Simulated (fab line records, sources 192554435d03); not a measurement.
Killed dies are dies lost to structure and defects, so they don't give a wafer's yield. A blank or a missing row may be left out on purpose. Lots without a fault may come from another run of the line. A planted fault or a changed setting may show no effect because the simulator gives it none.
Split-lot experiment | flow n5_finfet | 7 lots, 21 wafers read, on a route of 1938 steps

THE SPLIT
At N5_BEOL_M13_EXPOSE_25 (exposes mask M13, target cd 210 nm), the setting dose_mj was moved away from the recipe's 22 on 8 of the 21 wafers read, by -7.4% to +5.2%. The other wafers ran this setting at the recipe's value.

FROM THE SPLIT TO THE READING: what the file shows between them, 3 steps
- N5_BEOL_M13_PEB_26: peb time 90 s
- N5_BEOL_M13_DEVELOP_27: develop time 45 s
- N5_BEOL_M13_HARDBAKE_32: time 120 s

THE READING
cd_nm, in nm, at N5_BEOL_M13_CD_MEAS_28 (target cd 209.5 nm). Fault-free wafers of this fab line usually give 209.9 nm, standard deviation 1.3 nm.

wafer  | tool, chamber at the split | dose_mj as run | against the recipe | cd_nm, nm | against lot-mates on the recipe
L074.1 | krf_scanner-01, 0          | 22             | recipe             | 207.5     | -
L074.3 | krf_scanner-01, 0          | 20.37          | -7.4%              | 199.4     | -8.5
L074.4 | krf_scanner-01, 0          | 22             | recipe             | 208.4     | -
L075.3 | krf_scanner-01, 0          | 22             | recipe             | 211.1     | -
L075.4 | krf_scanner-01, 0          | 21.24          | -3.5%              | 206.6     | -4.5
L075.5 | krf_scanner-01, 0          | 21.24          | -3.5%              | 207.5     | -3.6
L085.1 | krf_scanner-02, 0          | 22             | recipe             | 210.3     | -
L085.2 | krf_scanner-02, 0          | 22             | recipe             | 211.2     | -
L085.6 | krf_scanner-02, 0          | 22             | recipe             | 210.6     | -
L092.2 | krf_scanner-01, 0          | 22             | recipe             | 211.0     | -
L092.3 | krf_scanner-01, 0          | 22.95          | +4.3%              | 215.1     | +4.5
L092.4 | krf_scanner-01, 0          | 22             | recipe             | 210.1     | -
L091.4 | krf_scanner-01, 0          | 23.14          | +5.2%              | 216.5     | +5.3
L091.5 | krf_scanner-01, 0          | 23.14          | +5.2%              | 216.0     | +4.8
L091.6 | krf_scanner-01, 0          | 22             | recipe             | 211.2     | -
L093.1 | krf_scanner-01, 0          | 22             | recipe             | 209.9     | -
L093.3 | krf_scanner-01, 0          | 22             | recipe             | 209.0     | -
L093.5 | krf_scanner-01, 0          | 22             | recipe             | 210.7     | -
L095.2 | krf_scanner-01, 0          | 22             | recipe             | 207.8     | -
L095.5 | krf_scanner-01, 0          | 21.53          | -2.1%              | 205.7     | -2.1
L095.6 | krf_scanner-01, 0          | 21.53          | -2.1%              | 205.9     | -1.9

THE FIT
A straight line over all 21 wafers: cd_nm changes by +1.27 nm for each +1% of dose_mj; r = +0.94; the points scatter about the line by 1.3 nm.
The same after taking each lot's own level away (the mean of its wafers on the recipe; 21 wafers): +1.07 nm for each +1%; r = +0.99; scatter 0.48 nm.
On that fit, the largest move of dose_mj shifts the reading by 7.9 nm.
The lots' own levels span 207.80 to 211.20 nm, that is 2.6 times the standard deviation above.
So the lot-to-lot level changes the slope: the two fits differ.
Check: with one of the wafers moved furthest among these (-7.4%) left out of the fit, the line predicts -7.7 nm for it against its lot-mates. It came out at -8.55 nm against them.

OTHER SPLITS ON THESE WAFERS
These wafers also went through other splits before the reading. Each is held against what the fit with the lots' levels taken away leaves over:
other split on the same wafers    | wafers away from the commonest value | r with cd_nm (lot level and that fit taken away)
N5_BEOL_M12_EXPOSE_07 dose_mj     | 6                                    | +0.39
N5_BEOL_M12_TRENCH_ETCH_34 time_s | 8                                    | -0.28

THE WHOLE CHAIN: every reading that the file lists as answering this split, in the file's order
step                       | what it does                                                    | reading                                                         | change (the file's fit)              | r (the file's)
N5_BEOL_M13_CD_MEAS_28     | target cd 209.5 nm                                              | cd_nm                                                           | +1.09 nm for each +1% of the setting | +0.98
N5_BEOL_M13_DESCUM_33      | chemistry O2, time 7.9 s                                        | BEOL_M13.cd_nm (the simulator's own value, which no gauge read) | +1.14 nm for each +1% of the setting | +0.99
N5_BEOL_M13_TRENCH_ETCH_34 | etches SiOC in C4F8/O2/Ar, target depth 413.47 nm, time 162.6 s | BEOL_M13.cd_nm (the simulator's own value, which no gauge read) | +1.04 nm for each +1% of the setting | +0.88

THE FILE'S OWN FIT
cd_nm changes by +1.09 nm for each +1% of dose_mj, r = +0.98.
